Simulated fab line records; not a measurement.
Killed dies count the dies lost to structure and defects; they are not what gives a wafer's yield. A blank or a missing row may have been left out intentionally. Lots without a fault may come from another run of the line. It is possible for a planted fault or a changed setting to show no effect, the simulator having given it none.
One fault through the eyes of 2 desks :: flow n5 finfet :: each desk has only its own numbers; what lay behind them comes last

== AT THE TOOL OWNER'S DESK: cvd co-01 ==
The tool's own readings at N5_BEOL_M1_CO_CAP_55 (material Co, precursor CCTBA/H2, target thk 2 nm, time 102.1 s): means of the sampled wafers that have a number, for each lot that ran on this tool. If a lot's mean is further than 4 standard deviations from the usual mean, the lot is out of limits and carries the mark OUT (the distance appears in the brackets).
Columns: A = heater power w at N5_BEOL_M1_CO_CAP_55, usual 223 W; B = run length s at N5_BEOL_M1_CO_CAP_55, usual 125.0 s
lot: L244
first seen here: day 6 20:11
A: 217
B: 124.6

lot: L246
first seen here: day 7 09:54
A: 217
B: 125.0

lot: L247
first seen here: day 7 23:06
A: 237
B: 125.2

lot: L250
first seen here: day 8 07:46
A: 232
B: 124.9

lot: L255
first seen here: day 9 21:58
A: 233
B: 109.4 (-31) OUT

lot: L257
first seen here: day 9 23:16
A: 227
B: 109.9 (-30) OUT

lot: L254
first seen here: day 10 01:07
A: 217
B: 93.8 (-62) OUT
This desk's verdict: out of limits on L254, L255, L257, starting with L255 at day 9 21:58 (run length s at N5_BEOL_M1_CO_CAP_55). L244, L246, L247, L250 stayed within limits.

== METROLOGY DESK ==
Means of the sampled wafers that have a number, per lot and without regard to the tool the lot ran on: this is what the gauges read. If a lot's mean is further than 4 standard deviations from the usual mean, the lot is out of limits and carries the mark OUT (the distance appears in the brackets). Readings shown: 7 of its 10, picked as those furthest out on some lot.
Columns: A = DIBL_N at N5_BEOL_M4_RC_MEAS_101, usual 36.1 mV/V; B = IOFF_N at N5_BEOL_M4_RC_MEAS_101, usual 0.154 nA/um; C = IOFF_P at N5_BEOL_M4_RC_MEAS_101, usual 0.21 nA/um; D = ION_N at N5_BEOL_M4_RC_MEAS_101, usual 673 uA/um; E = ION_P at N5_BEOL_M4_RC_MEAS_101, usual 463 uA/um; F = SS_P at N5_BEOL_M4_RC_MEAS_101, usual 73.2 mV/dec; G = VT_P at N5_BEOL_M4_RC_MEAS_101, usual -250 mV
lot: L244
first seen here: day 8 05:05
A: 38.5
B: 0.203
C: 0.27
D: 681
E: 466
F: 74.1
G: -247

lot: L245
first seen here: day 9 04:24
A: 36.1
B: 0.180
C: 0.25
D: 686
E: 470
F: 73.3
G: -247

lot: L246
first seen here: day 9 07:53
A: 36.9
B: 0.166
C: 0.23
D: 679
E: 469
F: 73.9
G: -248

lot: L247
first seen here: day 9 14:58
A: 37.1
B: 0.156
C: 0.17
D: 661
E: 448
F: 73.0
G: -256

lot: L250
first seen here: day 10 08:25
A: 37.9
B: 0.160
C: 0.23
D: 673
E: 465
F: 73.9
G: -247

lot: L255
first seen here: day 11 12:33
A: 36.8
B: 0.151
C: 0.19
D: 678
E: 458
F: 73.3
G: -253

lot: L254
first seen here: day 11 15:58
A: 33.6
B: 0.128
C: 0.18
D: 665
E: 462
F: 72.9
G: -253

lot: L257
first seen here: day 12 03:58
A: 36.5
B: 0.154
C: 0.21
D: 671
E: 460
F: 73.2
G: -250

lot: L258
first seen here: day 12 15:35
A: 35.0
B: 0.129
C: 0.21
D: 667
E: 467
F: 73.3
G: -248

lot: L262
first seen here: day 14 07:14
A: 35.0
B: 0.131
C: 0.17
D: 666
E: 456
F: 71.9
G: -253

lot: L266
first seen here: day 14 10:16
A: 37.2
B: 0.148
C: 0.18
D: 671
E: 457
F: 73.2
G: -253
Finding of this desk: none of the 11 lots has anything out of limits.

== ALL TOGETHER ==
The tool owner's desk had the chance to raise an alarm at day 9 21:58 on L254, L255, L257.
From the metrology desk's view, nothing was out of limits.
The metrology desk has L254, L255, L257 on record, within its limits.
N5_BEOL_M1_CO_CAP_55 was run on cvd co-01 by each of the lots named.

== WHAT HAD BEEN PUT IN BY THE SIMULATOR ==
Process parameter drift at N5_BEOL_M1_CO_CAP_55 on cvd co-01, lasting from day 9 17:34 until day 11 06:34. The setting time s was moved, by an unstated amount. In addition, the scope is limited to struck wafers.
Shown lots that were struck: L254, L255, L257.
Each desk's first reading out of limits, in hours after the fault started: the tool owner's desk, 4.
